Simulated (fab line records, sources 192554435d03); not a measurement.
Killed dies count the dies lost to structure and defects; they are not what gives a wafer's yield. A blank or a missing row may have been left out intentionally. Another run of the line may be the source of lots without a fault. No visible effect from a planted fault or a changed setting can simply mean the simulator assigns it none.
Matching of chambers || flow n5_finfet || N5_SDB_STRIP_21 on rie_diel-01: 4 sister chambers
The step strips in CF4. 4 wafers are shown with their chamber, then 7 later ones without.

== WAFERS, EACH WITH ITS CHAMBER ==
{"wafer": "L900.2", "chamber": 2, "throttle_valve_pct (%)": 13.91}
{"wafer": "L902.4", "chamber": 3, "throttle_valve_pct (%)": 13.30}
{"wafer": "L903.2", "chamber": 1, "throttle_valve_pct (%)": 13.91}
{"wafer": "L903.5", "chamber": 0, "throttle_valve_pct (%)": 13.61}

== WAFERS WHOSE CHAMBER IS MISSING ==
{"wafer": "L903.6", "throttle_valve_pct (%)": 13.91}
{"wafer": "L909.1", "throttle_valve_pct (%)": 13.62}
{"wafer": "L909.4", "throttle_valve_pct (%)": 13.37}
{"wafer": "L909.5", "throttle_valve_pct (%)": 13.34}
{"wafer": "L910.2", "throttle_valve_pct (%)": 13.39}
{"wafer": "L910.4", "throttle_valve_pct (%)": 13.64}
{"wafer": "L910.5", "throttle_valve_pct (%)": 13.96}

== EACH ONE'S CHAMBER ==
{"wafer": "L903.6", "from the rows above": "can't be placed: 1 or 2", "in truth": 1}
{"wafer": "L909.1", "from the rows above": 0, "in truth": 0}
{"wafer": "L909.4", "from the rows above": 3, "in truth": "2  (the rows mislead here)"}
{"wafer": "L909.5", "from the rows above": 3, "in truth": 3}
{"wafer": "L910.2", "from the rows above": 3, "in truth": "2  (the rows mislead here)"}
{"wafer": "L910.4", "from the rows above": 0, "in truth": 0}
{"wafer": "L910.5", "from the rows above": "can't be placed: 1 or 2", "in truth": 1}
Correctly placed: 3 of 7. Cannot be placed on the basis of these rows: 2; the candidates contain the true chamber in 2. 2 placed wrongly.
How it was worked out, from the rows above alone: a wafer's distance from a chamber is the root of the sum, over the readings, of the square of ((its reading less the chamber's mean) divided by the reading's scatter). The wafer belongs to the nearest chamber; if the next one is less than 2 further off, it can't be placed. A chamber's mean is the mean of its shown wafers. The scatter (one wafer shown for each chamber): square how far every hidden wafer sits from the nearest shown wafer, average those squares and take the square root.
